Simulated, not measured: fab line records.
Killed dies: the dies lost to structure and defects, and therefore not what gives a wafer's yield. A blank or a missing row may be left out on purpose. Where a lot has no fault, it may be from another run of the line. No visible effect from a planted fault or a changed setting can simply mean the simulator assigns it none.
Which of the tools did it? / flow n5-finfet / Sampling: 23 lots, 69 wafers, 3 of 1938 route steps

## WHAT EACH GAUGE READ, for each wafer
N5_MOL_CONTACT_COAG_OVL_MEAS_41.
lot=L074; measured=day 5 07:10; on=overlay-02; VD_OVL (nm)=-0.2 0.0 0.2
lot=L075; measured=day 5 13:02; on=overlay-01; VD_OVL (nm)=1.1 0.0 0.1
lot=L076; measured=day 5 19:34; on=overlay-01; VD_OVL (nm)=-0.4 -0.2 -0.4
lot=L077; measured=day 5 22:14; on=overlay-02; VD_OVL (nm)=-1.2 -0.3 -0.9
lot=L078; measured=day 6 01:22; on=overlay-02; VD_OVL (nm)=0.3 1.1 0.3
lot=L079; measured=day 6 11:13; on=overlay-02; VD_OVL (nm)=1.0 0.9 0.4
lot=L080; measured=day 6 15:00; on=overlay-02; VD_OVL (nm)=-1.0 0.5 0.3
lot=L082; measured=day 7 07:58; on=overlay-01; VD_OVL (nm)=0.6 0.4 0.2
lot=L083; measured=day 7 16:08; on=overlay-02; VD_OVL (nm)=0.6 0.4 -0.2
lot=L084; measured=day 7 16:23; on=overlay-02; VD_OVL (nm)=-0.3 -0.7 -0.7
lot=L085; measured=day 7 23:34; on=overlay-01; VD_OVL (nm)=-1.3 0.2 -0.6
lot=L086; measured=day 8 07:36; on=overlay-01; VD_OVL (nm)=0.0 -0.4 0.4
lot=L087; measured=day 8 10:13; on=overlay-02; VD_OVL (nm)=0.9 0.2 0.6
lot=L088; measured=day 8 15:10; on=overlay-02; VD_OVL (nm)=0.7 -0.8 0.1
lot=L089; measured=day 9 04:13; on=overlay-02; VD_OVL (nm)=-0.6 -0.2 -1.6
lot=L090; measured=day 9 04:46; on=overlay-02; VD_OVL (nm)=0.0 0.2 0.3
lot=L091; measured=day 9 09:46; on=overlay-01; VD_OVL (nm)=-0.2 0.0 0.6
lot=L092; measured=day 9 18:23; on=overlay-01; VD_OVL (nm)=-0.5 -0.4 -0.9
lot=L093; measured=day 10 01:15; on=overlay-02; VD_OVL (nm)=-0.2 0.0 0.2
lot=L094; measured=day 10 03:37; on=overlay-02; VD_OVL (nm)=-0.8 -0.4 0.5
lot=L095; measured=day 10 07:46; on=overlay-01; VD_OVL (nm)=0.4 0.7 0.4
lot=L096; measured=day 10 18:04; on=overlay-01; VD_OVL (nm)=-0.2 -0.5 0.2
lot=L097; measured=day 10 21:17; on=overlay-01; VD_OVL (nm)=-1.7 -1.3 -1.3

## EACH LOT AND THE TOOL THAT RAN IT (in order: tool; ch and the chambers of the sampled wafers; start)
lot=L074; N5_MOL_CONTACT_COAG_CMP_23=cmp-04 ch 0,1,3, day 5 00:01; N5_MOL_CONTACT_COAG_ETCH_89=rie-diel-04 ch 0,1,3, day 5 06:02
lot=L075; N5_MOL_CONTACT_COAG_CMP_23=cmp-03 ch 0,2, day 5 07:49; N5_MOL_CONTACT_COAG_ETCH_89=rie-diel-01 ch 0,1,2, day 5 11:47
lot=L076; N5_MOL_CONTACT_COAG_CMP_23=cmp-03 ch 0,2,3, day 5 14:29; N5_MOL_CONTACT_COAG_ETCH_89=rie-diel-03 ch 0,1,2, day 5 18:13
lot=L077; N5_MOL_CONTACT_COAG_CMP_23=cmp-01 ch 2,3, day 5 16:43; N5_MOL_CONTACT_COAG_ETCH_89=rie-diel-03 ch 1,2,3, day 5 20:52
lot=L078; N5_MOL_CONTACT_COAG_CMP_23=cmp-04 ch 0,2, day 5 20:27; N5_MOL_CONTACT_COAG_ETCH_89=rie-diel-03 ch 0,3, day 6 00:14
lot=L079; N5_MOL_CONTACT_COAG_CMP_23=cmp-03 ch 1,3, day 6 05:47; N5_MOL_CONTACT_COAG_ETCH_89=rie-diel-04 ch 0,1,3, day 6 10:06
lot=L080; N5_MOL_CONTACT_COAG_CMP_23=cmp-04 ch 1,2,3, day 6 10:02; N5_MOL_CONTACT_COAG_ETCH_89=rie-diel-04 ch 1,2,3, day 6 13:53
lot=L082; N5_MOL_CONTACT_COAG_CMP_23=cmp-04 ch 1,2, day 7 02:43; N5_MOL_CONTACT_COAG_ETCH_89=rie-diel-04 ch 0,2,3, day 7 06:36
lot=L083; N5_MOL_CONTACT_COAG_CMP_23=cmp-04 ch 0,2,3, day 7 10:56; N5_MOL_CONTACT_COAG_ETCH_89=rie-diel-03 ch 1,2,3, day 7 14:51
lot=L084; N5_MOL_CONTACT_COAG_CMP_23=cmp-01 ch 0,1,2, day 7 11:07; N5_MOL_CONTACT_COAG_ETCH_89=rie-diel-01 ch 0,2, day 7 14:56
lot=L085; N5_MOL_CONTACT_COAG_CMP_23=cmp-03 ch 0,1, day 7 18:31; N5_MOL_CONTACT_COAG_ETCH_89=rie-diel-01 ch 1,2, day 7 22:19
lot=L086; N5_MOL_CONTACT_COAG_CMP_23=cmp-03 ch 1,2,3, day 8 02:20; N5_MOL_CONTACT_COAG_ETCH_89=rie-diel-03 ch 0,1,2, day 8 06:28
lot=L087; N5_MOL_CONTACT_COAG_CMP_23=cmp-03 ch 0,2,3, day 8 04:20; N5_MOL_CONTACT_COAG_ETCH_89=rie-diel-03 ch 0,1,2, day 8 08:45
lot=L088; N5_MOL_CONTACT_COAG_CMP_23=cmp-04 ch 0,1, day 8 09:55; N5_MOL_CONTACT_COAG_ETCH_89=rie-diel-03 ch 0,2, day 8 13:55
lot=L089; N5_MOL_CONTACT_COAG_CMP_23=cmp-03 ch 0,3, day 8 23:14; N5_MOL_CONTACT_COAG_ETCH_89=rie-diel-03 ch 1,2, day 9 02:57
lot=L090; N5_MOL_CONTACT_COAG_CMP_23=cmp-04 ch 0,1,2, day 8 23:23; N5_MOL_CONTACT_COAG_ETCH_89=rie-diel-04 ch 0,3, day 9 03:35
lot=L091; N5_MOL_CONTACT_COAG_CMP_23=cmp-03 ch 0,1,3, day 9 03:50; N5_MOL_CONTACT_COAG_ETCH_89=rie-diel-04 ch 0,1,3, day 9 08:31
lot=L092; N5_MOL_CONTACT_COAG_CMP_23=cmp-03 ch 1,2,3, day 9 13:08; N5_MOL_CONTACT_COAG_ETCH_89=rie-diel-01 ch 1,2, day 9 17:16
lot=L093; N5_MOL_CONTACT_COAG_CMP_23=cmp-04 ch 0,1,3, day 9 19:08; N5_MOL_CONTACT_COAG_ETCH_89=rie-diel-01 ch 1,2, day 10 00:07
lot=L094; N5_MOL_CONTACT_COAG_CMP_23=cmp-03 ch 0,1, day 9 22:05; N5_MOL_CONTACT_COAG_ETCH_89=rie-diel-03 ch 0,1,2, day 10 02:29
lot=L095; N5_MOL_CONTACT_COAG_CMP_23=cmp-01 ch 0,1,2, day 10 02:45; N5_MOL_CONTACT_COAG_ETCH_89=rie-diel-01 ch 0,1,2, day 10 06:38
lot=L096; N5_MOL_CONTACT_COAG_CMP_23=cmp-03 ch 1,2,3, day 10 12:40; N5_MOL_CONTACT_COAG_ETCH_89=rie-diel-03 ch 0,1,2, day 10 16:57
lot=L097; N5_MOL_CONTACT_COAG_CMP_23=cmp-04 ch 0,2,3, day 10 16:11; N5_MOL_CONTACT_COAG_ETCH_89=rie-diel-04 ch 1,2,3, day 10 20:02
- N5_MOL_CONTACT_COAG_CMP_23: polishes, stops on SiO2, t overpolish 1.5 s, target thk 0 nm.
- N5_MOL_CONTACT_COAG_ETCH_89: etches underlayer in N2/H2, target depth 13 nm, time 10.4 s.

## AS READ BY THE TOOLS THEMSELVES (means over the sampled wafers that have a number; for cases with no such wafer, the mark the record gives instead)
N5_MOL_CONTACT_COAG_CMP_23.
lot=L074; tool=cmp-04; edge-zone-pressure-frac=1.000; motor-current-A (A)=8.0; overpolish-run-s (s)=1.497; time-to-endpoint-s (s)=9.0
lot=L075; tool=cmp-03; edge-zone-pressure-frac=1.000; motor-current-A (A)=7.8; overpolish-run-s (s)=1.502; time-to-endpoint-s (s)=12.3
lot=L076; tool=cmp-03; edge-zone-pressure-frac=0.998; motor-current-A (A)=7.8; overpolish-run-s (s)=1.504; time-to-endpoint-s (s)=8.4
lot=L077; tool=cmp-01; edge-zone-pressure-frac=0.997; motor-current-A (A)=8.0; overpolish-run-s (s)=1.501; time-to-endpoint-s (s)=10.2
lot=L078; tool=cmp-04; edge-zone-pressure-frac=1.002; motor-current-A (A)=7.3; overpolish-run-s (s)=1.501; time-to-endpoint-s (s)=6.0
lot=L079; tool=cmp-03; edge-zone-pressure-frac=0.999; motor-current-A (A)=8.7; overpolish-run-s (s)=1.509; time-to-endpoint-s (s)=9.5
lot=L080; tool=cmp-04; edge-zone-pressure-frac=0.999; motor-current-A (A)=7.8; overpolish-run-s (s)=1.503; time-to-endpoint-s (s)=7.3
lot=L082; tool=cmp-04; edge-zone-pressure-frac=1.008; motor-current-A (A)=8.0; overpolish-run-s (s)=1.497; time-to-endpoint-s (s)=10.4
lot=L083; tool=cmp-04; edge-zone-pressure-frac=1.000; motor-current-A (A)=7.7; overpolish-run-s (s)=1.500; time-to-endpoint-s (s)=4.3
lot=L084; tool=cmp-01; edge-zone-pressure-frac=1.001; motor-current-A (A)=7.6; overpolish-run-s (s)=1.498; time-to-endpoint-s (s)=8.0
lot=L085; tool=cmp-03; edge-zone-pressure-frac=0.997; motor-current-A (A)=8.3; overpolish-run-s (s)=1.504; time-to-endpoint-s (s)=8.0
lot=L086; tool=cmp-03; edge-zone-pressure-frac=0.996; motor-current-A (A)=8.5; overpolish-run-s (s)=1.494; time-to-endpoint-s (s)=6.6
lot=L087; tool=cmp-03; edge-zone-pressure-frac=0.999; motor-current-A (A)=7.8; overpolish-run-s (s)=1.504; time-to-endpoint-s (s)=10.5
lot=L088; tool=cmp-04; edge-zone-pressure-frac=1.002; motor-current-A (A)=8.8; overpolish-run-s (s)=1.506; time-to-endpoint-s (s)=9.9
lot=L089; tool=cmp-03; edge-zone-pressure-frac=1.003; motor-current-A (A)=7.9; overpolish-run-s (s)=1.508; time-to-endpoint-s (s)=9.1
lot=L090; tool=cmp-04; edge-zone-pressure-frac=1.000; motor-current-A (A)=7.9; overpolish-run-s (s)=1.499; time-to-endpoint-s (s)=12.1
lot=L091; tool=cmp-03; edge-zone-pressure-frac=1.005; motor-current-A (A)=8.1; overpolish-run-s (s)=1.505; time-to-endpoint-s (s)=8.9
lot=L092; tool=cmp-03; edge-zone-pressure-frac=1.005; motor-current-A (A)=8.7; overpolish-run-s (s)=1.496; time-to-endpoint-s (s)=10.9
lot=L093; tool=cmp-04; edge-zone-pressure-frac=1.001; motor-current-A (A)=8.1; overpolish-run-s (s)=1.499; time-to-endpoint-s (s)=7.3
lot=L094; tool=cmp-03; edge-zone-pressure-frac=1.000; motor-current-A (A)=7.5; overpolish-run-s (s)=1.499; time-to-endpoint-s (s)=9.6
lot=L095; tool=cmp-01; edge-zone-pressure-frac=1.000; motor-current-A (A)=7.4; overpolish-run-s (s)=1.497; time-to-endpoint-s (s)=9.3
lot=L096; tool=cmp-03; edge-zone-pressure-frac=1.002; motor-current-A (A)=8.6; overpolish-run-s (s)=1.499; time-to-endpoint-s (s)=7.1
lot=L097; tool=cmp-04; edge-zone-pressure-frac=1.001; motor-current-A (A)=7.4; overpolish-run-s (s)=1.504; time-to-endpoint-s (s)=5.2

N5_MOL_CONTACT_COAG_ETCH_89.
lot=L074; tool=rie-diel-04; drypump-motor-current-A (A)=6.0; etch-rf-on-time-s (s)=10.41; oes-product-au (a.u.)=0.69; rf-vpp-V (V)=525.5; showerhead-plenum-p-Torr (Torr)=2.59; throttle-valve-pct (%)=17.88
lot=L075; tool=rie-diel-01; drypump-motor-current-A (A)=5.2; etch-rf-on-time-s (s)=10.36; oes-product-au (a.u.)=0.64; rf-vpp-V (V)=523.9; showerhead-plenum-p-Torr (Torr)=2.54; throttle-valve-pct (%)=17.84
lot=L076; tool=rie-diel-03; drypump-motor-current-A (A)=5.3; etch-rf-on-time-s (s)=10.65; oes-product-au (a.u.)=0.68; rf-vpp-V (V)=525.7; showerhead-plenum-p-Torr (Torr)=2.59; throttle-valve-pct (%)=17.55
lot=L077; tool=rie-diel-03; drypump-motor-current-A (A)=5.5; etch-rf-on-time-s (s)=10.41; oes-product-au (a.u.)=0.64; rf-vpp-V (V)=524.6; showerhead-plenum-p-Torr (Torr)=2.57; throttle-valve-pct (%)=17.70
lot=L078; tool=rie-diel-03; drypump-motor-current-A (A)=5.7; etch-rf-on-time-s (s)=10.32; oes-product-au (a.u.)=0.62; rf-vpp-V (V)=525.4; showerhead-plenum-p-Torr (Torr)=2.64; throttle-valve-pct (%)=17.74
lot=L079; tool=rie-diel-04; drypump-motor-current-A (A)=6.0; etch-rf-on-time-s (s)=10.23; oes-product-au (a.u.)=0.68; rf-vpp-V (V)=524.3; showerhead-plenum-p-Torr (Torr)=2.59; throttle-valve-pct (%)=17.89
lot=L080; tool=rie-diel-04; drypump-motor-current-A (A)=6.0; etch-rf-on-time-s (s)=10.33; oes-product-au (a.u.)=0.66; rf-vpp-V (V)=524.8; showerhead-plenum-p-Torr (Torr)=2.58; throttle-valve-pct (%)=17.76
lot=L082; tool=rie-diel-04; drypump-motor-current-A (A)=6.0; etch-rf-on-time-s (s)=10.47; oes-product-au (a.u.)=0.62; rf-vpp-V (V)=523.4; showerhead-plenum-p-Torr (Torr)=2.55; throttle-valve-pct (%)=17.82
lot=L083; tool=rie-diel-03; drypump-motor-current-A (A)=5.5; etch-rf-on-time-s (s)=10.40; oes-product-au (a.u.)=0.63; rf-vpp-V (V)=525.4; showerhead-plenum-p-Torr (Torr)=2.56; throttle-valve-pct (%)=17.72
lot=L084; tool=rie-diel-01; drypump-motor-current-A (A)=5.1; etch-rf-on-time-s (s)=10.43; oes-product-au (a.u.)=0.63; rf-vpp-V (V)=522.2; showerhead-plenum-p-Torr (Torr)=2.47; throttle-valve-pct (%)=17.93
lot=L085; tool=rie-diel-01; drypump-motor-current-A (A)=5.0; etch-rf-on-time-s (s)=10.12; oes-product-au (a.u.)=0.62; rf-vpp-V (V)=523.5; showerhead-plenum-p-Torr (Torr)=2.56; throttle-valve-pct (%)=17.95
lot=L086; tool=rie-diel-03; drypump-motor-current-A (A)=5.3; etch-rf-on-time-s (s)=10.54; oes-product-au (a.u.)=0.66; rf-vpp-V (V)=525.7; showerhead-plenum-p-Torr (Torr)=2.58; throttle-valve-pct (%)=17.58
lot=L087; tool=rie-diel-03; drypump-motor-current-A (A)=5.3; etch-rf-on-time-s (s)=10.57; oes-product-au (a.u.)=0.66; rf-vpp-V (V)=525.0; showerhead-plenum-p-Torr (Torr)=2.58; throttle-valve-pct (%)=17.59
lot=L088; tool=rie-diel-03; drypump-motor-current-A (A)=5.2; etch-rf-on-time-s (s)=10.31; oes-product-au (a.u.)=0.67; rf-vpp-V (V)=523.7; showerhead-plenum-p-Torr (Torr)=2.57; throttle-valve-pct (%)=17.56
lot=L089; tool=rie-diel-03; drypump-motor-current-A (A)=5.3; etch-rf-on-time-s (s)=10.41; oes-product-au (a.u.)=0.65; rf-vpp-V (V)=523.3; showerhead-plenum-p-Torr (Torr)=2.53; throttle-valve-pct (%)=17.64
lot=L090; tool=rie-diel-04; drypump-motor-current-A (A)=6.0; etch-rf-on-time-s (s)=10.39; oes-product-au (a.u.)=0.63; rf-vpp-V (V)=525.0; showerhead-plenum-p-Torr (Torr)=2.58; throttle-valve-pct (%)=17.89
lot=L091; tool=rie-diel-04; drypump-motor-current-A (A)=6.0; etch-rf-on-time-s (s)=10.27; oes-product-au (a.u.)=0.66; rf-vpp-V (V)=524.9; showerhead-plenum-p-Torr (Torr)=2.58; throttle-valve-pct (%)=17.94
lot=L092; tool=rie-diel-01; drypump-motor-current-A (A)=4.9; etch-rf-on-time-s (s)=10.31; oes-product-au (a.u.)=0.60; rf-vpp-V (V)=522.6; showerhead-plenum-p-Torr (Torr)=2.49; throttle-valve-pct (%)=18.02
lot=L093; tool=rie-diel-01; drypump-motor-current-A (A)=5.0; etch-rf-on-time-s (s)=10.20; oes-product-au (a.u.)=0.60; rf-vpp-V (V)=523.5; showerhead-plenum-p-Torr (Torr)=2.56; throttle-valve-pct (%)=17.97
lot=L094; tool=rie-diel-03; drypump-motor-current-A (A)=5.3; etch-rf-on-time-s (s)=10.54; oes-product-au (a.u.)=0.65; rf-vpp-V (V)=524.1; showerhead-plenum-p-Torr (Torr)=2.57; throttle-valve-pct (%)=17.61
lot=L095; tool=rie-diel-01; drypump-motor-current-A (A)=5.2; etch-rf-on-time-s (s)=10.37; oes-product-au (a.u.)=0.61; rf-vpp-V (V)=523.2; showerhead-plenum-p-Torr (Torr)=2.52; throttle-valve-pct (%)=17.92
lot=L096; tool=rie-diel-03; drypump-motor-current-A (A)=5.3; etch-rf-on-time-s (s)=10.47; oes-product-au (a.u.)=0.65; rf-vpp-V (V)=523.9; showerhead-plenum-p-Torr (Torr)=2.57; throttle-valve-pct (%)=17.62
lot=L097; tool=rie-diel-04; drypump-motor-current-A (A)=6.0; etch-rf-on-time-s (s)=10.26; oes-product-au (a.u.)=0.71; rf-vpp-V (V)=525.3; showerhead-plenum-p-Torr (Torr)=2.56; throttle-valve-pct (%)=17.68

## THE ANSWER, worked out from the rows above alone
Rule: what is usual is taken from the lots themselves. The widest of any qualifying gaps counts: lots, ordered by their means at a reading, are off when they make up no more than a third of the lots, leave a main group of 4 or more, and stand apart from it by 3 or more times the standard deviation of that group's means. If all means in a main group match to the digits the tables above print for the reading, that group is not used. Also off: a lot with no number at a reading for which 4 or more lots have one. Any other lot the step has rows for is counted as sound. After the gauges, taken in route order, come the tools' own readings; for these a lot's mean is taken, as printed above. The first step at which some lot is off is used, and at that step the reading that is off furthest; a lot without a number counts as furthest.
None of the lots is off at any reading shown; this tells nothing.

## WHAT HAD BEEN PUT IN BY THE SIMULATOR
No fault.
